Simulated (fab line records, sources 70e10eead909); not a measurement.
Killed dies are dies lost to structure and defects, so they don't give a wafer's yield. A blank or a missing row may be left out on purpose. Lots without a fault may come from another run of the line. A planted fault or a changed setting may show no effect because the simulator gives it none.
fab line records | flow nand_harc | part 2 of 2: steps 34 to 38 of 38
record lots=5 wafers=15 last_day=33
route steps=1302 shown A_ONON_D1@431 A_CHANNEL_HOLE_D1@450
lots that met no fault: from a run of the same line without faults
start_h: hours from the record's first day to the start of the lot's first wafer shown | wait_h: hours since the lot's step before | " the same as in the row above | L1.1+2: a row that stands for several wafers | - no value, or no start given | * or withheld: withheld | < > ~ a bound
route shown NAME@n: a module of which the file shows steps, and the number in the route of the first | usual: mean/standard deviation of fault-free wafers | same: alike in all rows | chamber/n: place in a boat | sites: the reading at each site | _std_site: their standard deviation | _edge_site: outer sites' mean less inner sites' | radius_mm: how far each site lies from the wafer's centre | mask NAME#n: copy n | behind: the tool/chamber that last shaped the wafer | hold: why the lot was held/for how many hours/how that ended | device: the transistor (n, p or np) that didn't switch | end of line: the same wafers' tests at the end of the route | a step without rows: its recipe alone | killed: dies lost to structure and defects at the first sort, not the wafer's yield | map: a wafer's dies, x killed, . not, _ none there
set.NAME: the setting as run; set.NAME@STEP: as run at that earlier step | model.NAME: the simulator's own value behind a step, which no gauge read
lots at some steps of the route; a table a step, a row a wafer
services: from which hour (start_h, from the record's first day; less than 0 if before it) a tool's chamber was out of use, for how many hours, and why
## steps
# step NHARC_A_CHANNEL_HOLE_D1_ETCH_38
# recipe target_depth_a=390 over_etch_frac=0.3 time_s=65 ion_energy_ev=80 cf4_flow_sccm=150 ar_flow_sccm=0 rf_w=300 bias_w=100 chemistry=CF4
# usual drypump_motor_current_A=5.8/0.38 oes_product_au=0.999/0.0097 rf_vpp_V=151.2/1.2 showerhead_plenum_p_Torr=1.76/0.078 throttle_valve_pct=13.285/0.0087
# columns lot.wafer tool chamber start_h wait_h drypump_motor_current_A oes_product_au rf_hours_counter_h rf_vpp_V showerhead_plenum_p_Torr throttle_valve_pct
L075.2 rie_diel-02 1 187.46 0.1 5.6 1.008 11 151.8 1.82 13.303
L075.4 " 2 " " 5.5 0.984 11 151.1 1.71 13.283
L075.1 " 3 " " 5.4 1.003 11 152.7 1.88 13.273
L086.2 rie_diel-02 0 307.41 0.1 6.2 0.987 7 149.5 1.66 13.288
L086.3 " 1 " " 5.5 0.987 7 151.9 1.82 13.281
L086.6 " 3 " " 5.4 0.993 - 152.3 1.87 13.288
L094.2 rie_diel-02 0 387.19 0.1 6.2 1.003 15 150.7 1.66 13.294
L094.5 " 0 " " 6.2 1.000 - 149.1 1.66 13.296
L094.6 " 1 " " 5.5 1.007 - 150.7 1.81 13.280
L095.2 rie_diel-02 2 390.50 0.1 5.5 1.015 15 150.5 1.70 13.281
L095.5 " 2 " " 5.5 1.011 - 149.1 1.70 13.288
L095.6 " 3 " " 5.4 0.989 - 152.3 1.87 13.295
L096.2 rie_diel-11 3 398.39 0.1 6.1 1.005 47 151.5 1.79 13.291
L096.3 " 1 " " 6.2 0.992 46 150.1 1.73 13.290
L096.5 " 3 " " 6.1 0.989 - 152.2 1.79 13.293
# step NHARC_A_CHANNEL_HOLE_D1_ETCH_39
# recipe target_depth_a=2600 over_etch_frac=0.3 time_s=325 ion_energy_ev=200 n2_flow_sccm=150 h2_flow_sccm=150 ar_flow_sccm=0 rf_w=400 bias_w=150 chemistry=N2/H2
# usual drypump_motor_current_A=5.8/0.38 oes_product_au=1.000/0.0091 rf_vpp_V=430.1/2.8 showerhead_plenum_p_Torr=2.03/0.097 throttle_valve_pct=14.170/0.011
# columns lot.wafer tool chamber start_h wait_h drypump_motor_current_A oes_product_au rf_hours_counter_h rf_vpp_V showerhead_plenum_p_Torr throttle_valve_pct
L075.4 rie_diel-02 3 - - 5.4 0.994 11 433.6 2.18 14.169
L075.2 " 0 " " 6.1 0.997 12 426.4 1.91 14.172
L075.1 " 1 " " 5.6 1.006 11 433.3 2.11 14.166
L086.3 rie_diel-02 1 - - 5.5 1.012 8 432.0 2.10 14.188
L086.2 " 3 " " 5.4 1.007 8 433.1 2.17 14.176
L086.6 " 1 " " 5.6 1.011 - 431.2 2.10 14.160
L094.2 rie_diel-02 2 - - 5.5 1.015 15 427.8 1.96 14.175
L094.5 " 3 " " 5.4 1.011 - 433.1 2.17 14.151
L094.6 " 0 " " 6.2 1.003 - 426.6 1.90 14.172
L095.2 rie_diel-02 1 - - 5.6 1.000 15 433.7 2.10 14.191
L095.6 " 2 " " 5.6 1.020 - 427.6 1.96 14.142
L095.5 " 3 " " 5.4 1.003 - 436.3 2.17 14.179
L096.2 rie_diel-11 2 - - 6.6 1.017 47 429.1 2.01 14.175
L096.3 " 3 " " 6.1 0.992 47 433.2 2.07 14.163
L096.5 " 0 " " 6.2 1.000 - 427.1 1.90 14.168
# step NHARC_A_CHANNEL_HOLE_D1_ETCH_34
# recipe target_depth_a=1540 time_s=77 cf4_flow_sccm=100 chf3_flow_sccm=30 ar_flow_sccm=0 rf_w=500 bias_w=200 chemistry=CF4/CHF3
# usual drypump_motor_current_A=5.8/0.39 oes_product_au=0.946/0.025 rf_vpp_V=370.2/2.5 showerhead_plenum_p_Torr=1.56/0.07 throttle_valve_pct=16.804/0.009
# columns lot.wafer tool chamber start_h wait_h drypump_motor_current_A oes_product_au rf_hours_counter_h rf_vpp_V showerhead_plenum_p_Torr throttle_valve_pct
L075.2 rie_diel-02 1 - - 5.5 0.927 11 372.4 1.62 16.795
L075.4 " 2 " " 5.6 0.916 11 368.6 1.52 16.805
L075.1 " 3 " " 5.4 0.927 11 374.4 1.67 16.813
L086.3 rie_diel-02 0 - - 6.1 0.916 8 367.8 1.48 16.792
L086.2 " 1 " " 5.5 0.966 8 372.7 1.62 16.826
L086.6 " 2 " " 5.5 0.935 - 368.9 1.52 16.814
L094.2 rie_diel-02 1 - - 5.5 0.912 15 372.4 1.62 16.802
L094.6 " 2 " " 5.5 0.929 - 367.6 1.51 16.805
L094.5 " 3 " " 5.4 0.915 - 373.8 1.67 16.798
L095.2 rie_diel-02 1 - - 5.5 0.974 16 373.2 1.62 16.799
L095.5 " 3 " " 5.4 0.977 - 373.4 1.67 16.804
L095.6 " 0 " " 6.1 0.969 - 367.2 1.48 16.795
L096.3 rie_diel-11 2 - - 6.6 0.972 47 369.5 1.55 16.800
L096.2 " 0 " " 6.2 0.969 46 365.5 1.48 16.797
L096.5 " 1 " " 6.2 0.983 - 369.2 1.54 16.803
# step NHARC_A_CHANNEL_HOLE_D1_ETCH_16
# recipe target_depth_a=31000 over_etch_frac=0.3 time_s=806 ion_energy_ev=150 o2_flow_sccm=400 cos_flow_sccm=20 ar_flow_sccm=0 rf_w=500 bias_w=300 chemistry=O2/COS
# usual drypump_motor_current_A=5.8/0.38 oes_product_au=1.000/0.0091 rf_vpp_V=313.9/2.2 showerhead_plenum_p_Torr=3.11/0.14 throttle_valve_pct=28.330/0.0089
# columns lot.wafer tool chamber start_h wait_h drypump_motor_current_A oes_product_au rf_hours_counter_h rf_vpp_V showerhead_plenum_p_Torr throttle_valve_pct
L075.4 rie_diel-02 2 - - 5.6 0.991 11 313.2 3.01 28.321
L075.1 " 3 " " 5.4 0.993 12 316.0 3.32 28.345
L075.2 " 0 " " 6.2 0.994 12 310.6 2.94 28.337
L086.3 rie_diel-02 3 - - 5.4 0.996 8 317.8 3.31 28.343
L086.2 " 1 " " 5.5 0.997 8 316.6 3.21 28.326
L086.6 " 0 " " 6.2 0.992 - 310.3 2.94 28.344
L094.2 rie_diel-02 2 - - 5.6 1.015 15 314.3 3.00 28.329
L094.5 " 1 " " 5.5 0.993 - 316.3 3.21 28.333
L094.6 " 2 " " 5.5 1.010 - 311.7 3.00 28.333
L095.2 rie_diel-02 0 - - 6.1 0.992 16 311.5 2.93 28.309
L095.5 " 1 " " 5.5 1.002 - 315.4 3.21 28.316
L095.6 " 2 " " 5.5 1.018 - 312.2 3.00 28.348
L096.3 rie_diel-11 2 - - 6.6 1.017 47 313.9 3.08 28.320
L096.2 " 3 " " 6.1 1.010 47 315.3 3.16 28.340
L096.5 " 3 " " 6.1 1.004 - 315.4 3.16 28.327
# step NHARC_A_CHANNEL_HOLE_D1_CD_MEAS_18
# usual cd_nm=99.2/2
# columns lot.wafer tool chamber start_h wait_h cd_nm
L075.1 cd_sem-03 - 188.47 - 100.0
L075.2 " - " " 99.0
L075.4 " - " " 98.7
L086.2 cd_sem-03 - 308.42 - 98.1
L086.3 " - " " 102.3
L086.6 " - " " 99.9
L094.2 cd_sem-01 - 388.21 - 97.5
L094.5 " - " " 96.1
L094.6 " - " " 99.3
L095.2 cd_sem-03 - 391.53 - 98.8
L095.5 " - " " 99.1
L095.6 " - " " 100.8
L096.2 cd_sem-01 - 399.40 - 97.2
L096.3 " - " " 100.3
L096.5 " - " " 98.4
## services
# columns tool chamber start_h hours kind
litho_track-01 - 155.00 7.0 pm
acl_dep-01 - 172.56 2.3 repair
litho_track-06 - 179.00 7.0 pm
pecvd_onon-02 - 185.00 13.0 pm
pecvd-03 - 185.31 13.0 pm
acl_dep-01 - 186.56 13.0 pm
litho_track-04 - 203.00 7.0 pm
pecvd-01 - 204.77 3.1 repair
rie_diel-02 - 216.70 9.0 pm
rie_diel-11 1 218.96 1.8 repair
pecvd_onon-03 - 227.00 13.0 pm
rie_diel-02 1 253.46 3.1 repair
rie_diel-11 - 258.98 9.0 pm
pecvd_onon-04 - 311.26 13.0 pm
pecvd-01 - 311.64 13.0 pm
litho_track-01 - 330.00 7.0 pm
pecvd-03 1 344.40 6.2 repair
litho_track-06 - 354.00 7.0 pm
pecvd_onon-02 - 366.00 13.0 pm
pecvd-03 - 366.31 13.0 pm
pecvd-01 1 372.09 7.2 repair
litho_track-04 - 378.00 7.0 pm
rie_diel-11 2 379.91 2.2 repair
rie_diel-02 - 393.70 9.0 pm
